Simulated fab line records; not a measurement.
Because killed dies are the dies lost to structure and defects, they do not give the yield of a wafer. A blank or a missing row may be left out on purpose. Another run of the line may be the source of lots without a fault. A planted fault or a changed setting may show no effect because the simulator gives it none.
The tool behind it: which one? ; flow n5-finfet ; 20 lots with 60 wafers sampled at 6 steps, on a route of 1938 steps

== WHAT EACH GAUGE READ, for each wafer ==
Not one reading of a measure or inspect step in the record can be checked against a usual standard deviation.

== EACH LOT AND THE TOOL THAT RAN IT (in order: tool; ch and the chambers of the sampled wafers; start) ==
lot;N5_BEOL_M8_CURE_75;N5_BEOL_M9_DESCUM_16;N5_BEOL_M9_ETCH_61;N5_BEOL_M9_ETCH_76;N5_BEOL_M9_STRIP_36;N5_BEOL_M9_DEGAS_44
L074;uv-cure-03 ch 2, day 9 10:44;rie-diel-04 ch 0,2,3, day 9 16:12;rie-diel-04 ch 0,2,3, day 9 16:14;rie-diel-06 ch 0,1,2, day 9 17:15;rie-diel-06 ch 0,1,2, day 9 17:28;pvd-sputter-03, day 9 18:24
L077;uv-cure-02 ch 1, day 9 23:19;rie-diel-06 ch 0,2,3, day 10 05:10;rie-diel-06 ch 0,2,3, day 10 05:12;rie-diel-04 ch 0,1,3, day 10 07:01;rie-diel-04 ch 0,1,3, day 10 07:14;pvd-sputter-03, day 10 08:22
L079;uv-cure-02 ch 2, day 10 02:15;rie-diel-03 ch 0,3, day 10 05:56;rie-diel-03 ch 0,3, day 10 05:58;rie-diel-06 ch 0,3, day 10 07:12;rie-diel-06 ch 0,3, day 10 07:25;pvd-sputter-03, day 10 08:26
L075;uv-cure-01 ch 0, day 10 07:48;rie-diel-03 ch 0,3, day 10 12:53;rie-diel-03 ch 0,3, day 10 12:56;rie-diel-03 ch 0,1,3, day 10 15:48;rie-diel-03 ch 0,1,3, day 10 16:01;pvd-sputter-02, day 10 16:56
L081;uv-cure-02 ch 1, day 11 08:43;rie-diel-06 ch 0,1,2, day 11 15:19;rie-diel-06 ch 0,1,2, day 11 15:21;rie-diel-06 ch 0,1, day 11 18:29;rie-diel-06 ch 0,1, day 11 18:41;pvd-sputter-03, day 11 19:32
L082;uv-cure-03 ch 2, day 12 03:25;rie-diel-03 ch 1,2,3, day 12 08:11;rie-diel-03 ch 1,2,3, day 12 08:14;rie-diel-03 ch 0,1, day 12 09:41;rie-diel-03 ch 0,1, day 12 09:54;pvd-sputter-01, day 12 13:04
L083;uv-cure-02 ch 1, day 12 13:14;rie-diel-03 ch 1,3, day 12 20:38;rie-diel-03 ch 1,3, day 12 20:40;rie-diel-04 ch 1,2,3, day 12 22:02;rie-diel-04 ch 1,2,3, day 12 22:15;pvd-sputter-03, day 12 23:04
L086;uv-cure-02 ch 1, day 12 14:29;rie-diel-03 ch 0,2,3, day 12 20:57;rie-diel-03 ch 0,2,3, day 12 20:59;rie-diel-04 ch 1,2, day 12 23:04;rie-diel-04 ch 1,2, day 12 23:17;pvd-sputter-03, day 13 00:01
L085;uv-cure-02 ch 2, day 12 22:59;rie-diel-04 ch 0,3, day 13 04:42;rie-diel-04 ch 0,3, day 13 04:44;rie-diel-03 ch 0,1,2, day 13 06:46;rie-diel-03 ch 0,1,2, day 13 06:59;pvd-sputter-01, day 13 07:49
L088;uv-cure-03 ch 1, day 13 06:11;rie-diel-04 ch 0,2,3, day 13 11:00;rie-diel-04 ch 0,2,3, day 13 11:02;rie-diel-03 ch 0,1,3, day 13 13:16;rie-diel-03 ch 0,1,3, day 13 13:28;pvd-sputter-03, day 13 14:23
L087;uv-cure-03 ch 0, day 13 06:35;rie-diel-04 ch 0,1,2, day 13 11:15;rie-diel-04 ch 0,1,2, day 13 11:17;rie-diel-03 ch 0,1,2, day 13 13:41;rie-diel-03 ch 0,1,2, day 13 13:53;pvd-sputter-03, day 13 15:07
L089;uv-cure-02 ch 0, day 13 15:34;rie-diel-03 ch 0,3, day 13 19:26;rie-diel-03 ch 0,3, day 13 19:28;rie-diel-04 ch 0,2,3, day 13 21:22;rie-diel-04 ch 0,2,3, day 13 21:34;pvd-sputter-03, day 13 22:25
L091;uv-cure-02 ch 1, day 13 18:55;rie-diel-03 ch 1,2,3, day 14 00:37;rie-diel-03 ch 1,2,3, day 14 00:39;rie-diel-03 ch 0,1,2, day 14 03:07;rie-diel-03 ch 0,1,2, day 14 03:19;pvd-sputter-03, day 14 04:18
L090;uv-cure-01 ch 2, day 13 22:25;rie-diel-03 ch 0,3, day 14 04:02;rie-diel-03 ch 0,3, day 14 04:05;rie-diel-04 ch 2,3, day 14 06:51;rie-diel-04 ch 2,3, day 14 07:03;pvd-sputter-03, day 14 07:47
L092;uv-cure-01 ch 1, day 14 06:52;rie-diel-04 ch 0,1,3, day 14 11:08;rie-diel-04 ch 0,1,3, day 14 11:11;rie-diel-03 ch 2,3, day 14 13:14;rie-diel-03 ch 2,3, day 14 13:26;pvd-sputter-02, day 14 14:17
L093;uv-cure-03 ch 1, day 14 12:41;rie-diel-03 ch 0,2, day 14 17:49;rie-diel-03 ch 0,2, day 14 17:52;rie-diel-04 ch 0,1, day 14 19:07;rie-diel-04 ch 0,1, day 14 19:19;pvd-sputter-02, day 14 21:39
L094;uv-cure-02 ch 1, day 14 13:10;rie-diel-03 ch 0,2,3, day 14 18:04;rie-diel-03 ch 0,2,3, day 14 18:07;rie-diel-03 ch 1,3, day 14 22:39;rie-diel-03 ch 1,3, day 14 22:52;pvd-sputter-03, day 14 23:35
L095;uv-cure-03 ch 1, day 15 08:28;rie-diel-04 ch 0,1, day 15 14:29;rie-diel-04 ch 0,1, day 15 14:31;rie-diel-04 ch 0,1,2, day 15 15:39;rie-diel-04 ch 0,1,2, day 15 15:51;pvd-sputter-01, day 15 16:35
L096;uv-cure-01 ch 1, day 15 08:43;rie-diel-03 ch 0,2,3, day 15 14:38;rie-diel-03 ch 0,2,3, day 15 14:40;rie-diel-06 ch 0,1,2, day 15 15:53;rie-diel-06 ch 0,1,2, day 15 16:05;pvd-sputter-02, day 15 16:57
L097;uv-cure-01 ch 0, day 15 17:18;rie-diel-04 ch 0,1,3, day 15 22:51;rie-diel-04 ch 0,1,3, day 15 22:53;rie-diel-03 ch 0,2, day 16 01:34;rie-diel-03 ch 0,2, day 16 01:53;pvd-sputter-01, day 16 03:04
- N5_BEOL_M8_CURE_75: cures SiCOH lowk, time 120 s.
- N5_BEOL_M9_DESCUM_16: chemistry O2, time 7.9 s.
- N5_BEOL_M9_ETCH_61: etches SiARC in CF4, target depth 39 nm, time 65 s.
- N5_BEOL_M9_ETCH_76: etches underlayer in N2/H2, target depth 6.5 nm, time 5.2 s.
- N5_BEOL_M9_STRIP_36: strips in N2/H2.
- N5_BEOL_M9_DEGAS_44: time 60 s.

== WHAT THE TOOLS THEMSELVES READ (means of the sampled wafers that have a number; where no wafer has one, the mark that the record gives instead) ==
N5_BEOL_M8_CURE_75.
lot;tool;lamp-power-pct (%);wafer_temp_C_max
L074;uv-cure-03;52.25;373.1
L077;uv-cure-02;52.29;372.0
L079;uv-cure-02;52.30;371.8
L075;uv-cure-01;52.29;372.3
L081;uv-cure-02;52.31;372.0
L082;uv-cure-03;52.31;372.6
L083;uv-cure-02;52.32;371.5
L086;uv-cure-02;52.30;372.3
L085;uv-cure-02;52.29;371.4
L088;uv-cure-03;52.29;371.4
L087;uv-cure-03;52.37;371.6
L089;uv-cure-02;52.32;371.6
L091;uv-cure-02;52.32;372.3
L090;uv-cure-01;52.31;372.4
L092;uv-cure-01;52.30;372.0
L093;uv-cure-03;52.28;371.4
L094;uv-cure-02;52.33;371.9
L095;uv-cure-03;52.29;371.4
L096;uv-cure-01;52.35;372.1
L097;uv-cure-01;52.34;372.0

N5_BEOL_M9_DESCUM_16.
lot;tool;drypump-motor-current-A (A);oes-product-au (a.u.);rf-fwd-power-W (W);rf-vpp-V (V);showerhead-plenum-p-Torr (Torr);throttle-valve-pct (%)
L074;rie-diel-04;5.3;0.80;49.61;242.5;2.04;20.36
L077;rie-diel-06;5.7;0.80;49.19;242.5;2.10;20.19
L079;rie-diel-03;5.7;0.74;49.19;240.5;1.97;20.72
L075;rie-diel-03;5.7;0.74;49.19;242.2;1.97;20.72
L081;rie-diel-06;6.0;0.74;49.18;243.5;2.06;20.42
L082;rie-diel-03;5.5;0.71;49.25;242.5;2.08;20.68
L083;rie-diel-03;5.7;0.72;49.01;241.4;2.02;20.71
L086;rie-diel-03;5.5;0.72;49.22;242.3;2.03;20.72
L085;rie-diel-04;5.6;0.73;49.41;241.9;2.01;20.43
L088;rie-diel-04;5.3;0.77;49.49;242.4;2.03;20.40
L087;rie-diel-04;5.4;0.83;49.71;242.0;2.06;20.50
L089;rie-diel-03;5.7;0.72;49.21;241.4;1.96;20.77
L091;rie-diel-03;5.5;0.70;49.12;242.8;2.07;20.69
L090;rie-diel-03;5.7;0.72;49.21;241.4;1.95;20.73
L092;rie-diel-04;5.5;0.77;49.58;243.3;2.05;20.58
L093;rie-diel-03;5.4;0.70;49.34;243.4;2.08;20.71
L094;rie-diel-03;5.5;0.71;49.27;242.4;2.02;20.75
L095;rie-diel-04;5.7;0.82;49.45;242.3;2.08;20.70
L096;rie-diel-03;5.5;0.71;49.25;242.2;2.02;20.77
L097;rie-diel-04;5.5;0.87;49.59;241.9;2.05;20.50

N5_BEOL_M9_ETCH_61.
lot;tool;drypump-motor-current-A (A);etch-rf-on-time-s (s);oes-product-au (a.u.);rf-fwd-power-W (W);rf-vpp-V (V);showerhead-plenum-p-Torr (Torr);throttle-valve-pct (%)
L074;rie-diel-04;5.2;64.0;0.68;538.6;184.1;2.09;15.62
L077;rie-diel-06;5.7;66.1;0.68;538.3;184.3;2.15;15.44
L079;rie-diel-03;5.7;66.4;0.63;536.7;182.5;2.03;15.91
L075;rie-diel-03;5.7;66.2;0.63;537.2;182.4;2.03;15.93
L081;rie-diel-06;5.9;65.6;0.63;539.7;183.6;2.11;15.69
L082;rie-diel-03;5.5;66.0;0.61;536.6;183.5;2.12;15.86
L083;rie-diel-03;5.7;66.1;0.61;536.0;183.9;2.07;15.91
L086;rie-diel-03;5.5;66.6;0.61;535.9;183.9;2.08;15.91
L085;rie-diel-04;5.6;64.6;0.64;539.9;183.9;2.07;15.78
L088;rie-diel-04;5.3;64.4;0.66;538.2;183.7;2.08;15.68
L087;rie-diel-04;5.4;64.4;0.70;540.0;183.7;2.10;15.68
L089;rie-diel-03;5.7;67.3;0.60;535.8;183.4;2.02;15.98
L091;rie-diel-03;5.5;64.9;0.60;535.7;183.3;2.12;15.89
L090;rie-diel-03;5.7;66.7;0.61;535.8;183.1;1.99;15.87
L092;rie-diel-04;5.5;63.2;0.67;540.8;184.0;2.12;15.84
L093;rie-diel-03;5.4;65.9;0.60;537.5;183.8;2.13;15.90
L094;rie-diel-03;5.5;66.0;0.60;535.7;183.1;2.07;15.95
L095;rie-diel-04;5.7;64.3;0.70;540.3;184.6;2.13;15.86
L096;rie-diel-03;5.5;66.2;0.60;535.7;182.4;2.07;15.97
L097;rie-diel-04;5.5;63.7;0.75;539.4;184.6;2.11;15.71

N5_BEOL_M9_ETCH_76.
lot;tool;drypump-motor-current-A (A);etch-rf-on-time-s (s);oes-product-au (a.u.);rf-fwd-power-W (W);rf-vpp-V (V);showerhead-plenum-p-Torr (Torr);throttle-valve-pct (%)
L074;rie-diel-06;6.0;5.21;0.64;819.7;522.9;2.50;17.89
L077;rie-diel-04;5.5;5.02;0.70;818.8;523.0;2.52;18.05
L079;rie-diel-06;5.9;5.36;0.70;817.6;525.9;2.58;17.63
L075;rie-diel-03;5.7;5.27;0.62;818.7;520.6;2.44;18.06
L081;rie-diel-06;6.0;5.17;0.65;819.3;522.7;2.48;18.05
L082;rie-diel-03;5.6;5.27;0.61;820.7;522.1;2.46;18.00
L083;rie-diel-04;5.1;5.14;0.70;819.5;523.4;2.52;17.97
L086;rie-diel-04;5.0;5.21;0.73;822.1;523.0;2.51;17.84
L085;rie-diel-03;5.5;5.25;0.60;820.0;522.1;2.50;18.08
L088;rie-diel-03;5.7;5.34;0.61;819.9;520.1;2.43;18.11
L087;rie-diel-03;5.5;5.33;0.59;819.5;522.1;2.49;18.09
L089;rie-diel-04;5.3;5.19;0.65;821.2;522.2;2.47;17.94
L091;rie-diel-03;5.5;5.29;0.60;819.0;521.9;2.49;18.10
L090;rie-diel-04;4.9;5.21;0.66;818.4;521.0;2.48;17.83
L092;rie-diel-03;5.5;5.33;0.60;819.9;521.9;2.49;18.24
L093;rie-diel-04;5.7;5.09;0.71;820.0;523.1;2.53;18.15
L094;rie-diel-03;5.7;5.25;0.60;818.8;520.6;2.45;18.18
L095;rie-diel-04;5.4;5.17;0.68;817.5;522.3;2.49;18.00
L096;rie-diel-06;6.0;5.21;0.62;819.5;522.2;2.50;17.93
L097;rie-diel-03;5.4;5.28;0.59;822.1;522.2;2.52;18.20

N5_BEOL_M9_STRIP_36.
lot;tool;drypump-motor-current-A (A);oes-product-au (a.u.);rf-vpp-V (V);showerhead-plenum-p-Torr (Torr);throttle-valve-pct (%)
L074;rie-diel-06;6.0;0.75;58.3;2.50;23.65
L077;rie-diel-04;5.5;0.82;59.6;2.52;23.86
L079;rie-diel-06;5.9;0.84;58.3;2.57;23.35
L075;rie-diel-03;5.7;0.73;59.7;2.43;23.89
L081;rie-diel-06;6.0;0.75;58.5;2.48;23.87
L082;rie-diel-03;5.6;0.72;58.1;2.46;23.86
L083;rie-diel-04;5.1;0.81;58.8;2.52;23.76
L086;rie-diel-04;5.0;0.87;60.3;2.50;23.69
L085;rie-diel-03;5.5;0.71;58.6;2.49;23.93
L088;rie-diel-03;5.7;0.71;60.0;2.42;23.91
L087;rie-diel-03;5.5;0.72;59.4;2.49;23.94
L089;rie-diel-04;5.3;0.77;58.6;2.47;23.65
L091;rie-diel-03;5.5;0.70;58.8;2.49;23.97
L090;rie-diel-04;4.9;0.79;58.2;2.48;23.56
L092;rie-diel-03;5.5;0.71;57.9;2.48;23.96
L093;rie-diel-04;5.7;0.83;60.1;2.53;24.08
L094;rie-diel-03;5.7;0.70;58.8;2.44;23.90
L095;rie-diel-04;5.4;0.81;60.3;2.48;23.87
L096;rie-diel-06;5.9;0.73;57.8;2.49;23.67
L097;rie-diel-03;5.4;0.69;58.7;2.51;24.05

N5_BEOL_M9_DEGAS_44.
lot;tool;heater-power-w (W)
L074;pvd-sputter-03;314
L077;pvd-sputter-03;340
L079;pvd-sputter-03;316
L075;pvd-sputter-02;372
L081;pvd-sputter-03;317
L082;pvd-sputter-01;283
L083;pvd-sputter-03;323
L086;pvd-sputter-03;331
L085;pvd-sputter-01;316
L088;pvd-sputter-03;318
L087;pvd-sputter-03;318
L089;pvd-sputter-03;314
L091;pvd-sputter-03;323
L090;pvd-sputter-03;306
L092;pvd-sputter-02;393
L093;pvd-sputter-02;367
L094;pvd-sputter-03;360
L095;pvd-sputter-01;327
L096;pvd-sputter-02;396
L097;pvd-sputter-01;280

== THE ANSWER, worked out from the rows above alone ==
Rule: usual is defined by the lots themselves. Put in order of their means at a reading, lots are off if they are a third of the lots or fewer, leave a main group of 4 or more, and stand apart from it by a gap of 3 or more times the standard deviation of the main group's means; of several such gaps the widest counts. Not used: any main group whose means are identical at the precision the tables above print for the reading. Also off: a lot with no number at a reading for which 4 or more lots have one. The other lots that the step has rows for count as sound. After the gauges, taken in route order, come the tools' own readings; for these a lot's mean is taken, as printed above. At the first step where some lot is off, the reading lying furthest off is the one used; lots without a number count as furthest.
No lot is off on any of the readings shown, so nothing can be concluded from this.

== WHAT THE SIMULATOR HAD INSERTED ==
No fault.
